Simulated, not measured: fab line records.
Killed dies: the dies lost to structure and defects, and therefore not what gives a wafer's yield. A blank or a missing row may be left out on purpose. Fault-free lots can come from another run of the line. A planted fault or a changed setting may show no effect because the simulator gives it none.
Problem report, 8D (eight disciplines) form, completed by code / flow nand-harc / the parts of the form that need people (team, actions taken, sign-off) are left out

## 1. WHAT WENT WRONG
At NHARC_A_DECK1_JOINT_ETCHBACK_00, run-length-s averages 28.9 s over 3 wafers from 2 lots, while fault-free wafers read 38.7 s, standard deviation 0.49. Measured from the usual mean, that is -20 standard deviations.
The step: etches the open film in HBr, target depth 30 nm, time 17.4 s.
The first sign was on wafer L277.3 at day 17 11:25, on rie-si-01. The record holds 39 wafers of 13 lots with a number at this step. Rule for "out" (also "out of limits"): further than 4 standard deviations from the usual mean. Any other wafer with a number is counted as sound.

## 2. WHAT THIS IS AND IS NOT
question=which readings at this step | is=run-length-s | is not=drypump-motor-current-A, oes-product-au
question=which lots | is=L277, L278 | is not=L265, L266, L267, L268, L269, L271, L272, L274, L279, L284, L285
question=which wafers of those lots | is=L277.3, L277.5, L278.5 | is not=L277.4, L278.1, L278.6
question=read on which tools | is=rie-si-01 | is not=rie-si-02, rie-si-06
question=when | is=from day 17 11:25 | is not=up to then (25 sound wafers); but 11 sound wafers of L278, L279, L284, L285 came after

## 3. THE SUSPECTS, EACH WITH WHAT RULES IT OUT
Counting: if a tool at a process step up to the reading ran every lot that is out, it stays a suspect. Sound lots after the first of them don't rule it out here, since some wafers of a struck lot are sound.
- rie-si-01 at NHARC_A_DECK1_JOINT_ETCHBACK_00 (etches the open film in HBr, target depth 30 nm, time 17.4 s): kept. It processed each lot that is out (first: L277, day 17 11:25); up to then, its last sound lot is L274 (day 16 04:41). Out on those wafers are its own readings of run-length-s.
The count leaves rie-si-01 at NHARC_A_DECK1_JOINT_ETCHBACK_00.

## 4. THE CAUSE (what the simulator had put in)
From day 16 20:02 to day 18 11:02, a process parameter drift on rie-si-01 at NHARC_A_DECK1_JOINT_ETCHBACK_00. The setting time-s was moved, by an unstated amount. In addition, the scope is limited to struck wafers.
This tool alone remained once counting was done.

## 5. SEQUENCE OF EFFECTS, ordered by route
Rows list readings where the struck wafers' mean (over those with a number) sits beyond 3 standard deviations from the usual. Scope: only readings with a usual standard deviation given in the record; hours: median across lots of the time from each lot's start at the first step in this table that gives one to its start at this step; sigmas: change in usual standard deviations.
hours=0; step=NHARC_A_DECK1_JOINT_ETCHBACK_00; reading=run-length-s; usual=38.7 s; on struck wafers=28.9; change=-9.8; sigmas=-20
The process steps in it:
- NHARC_A_DECK1_JOINT_ETCHBACK_00: etches the open film in HBr, target depth 30 nm, time 17.4 s.

## 6. WHAT WOULD HAVE CAUGHT IT SOONER
In this record no reading fell out of limits until day 17 11:25, 15 hours after the fault had begun at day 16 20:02.
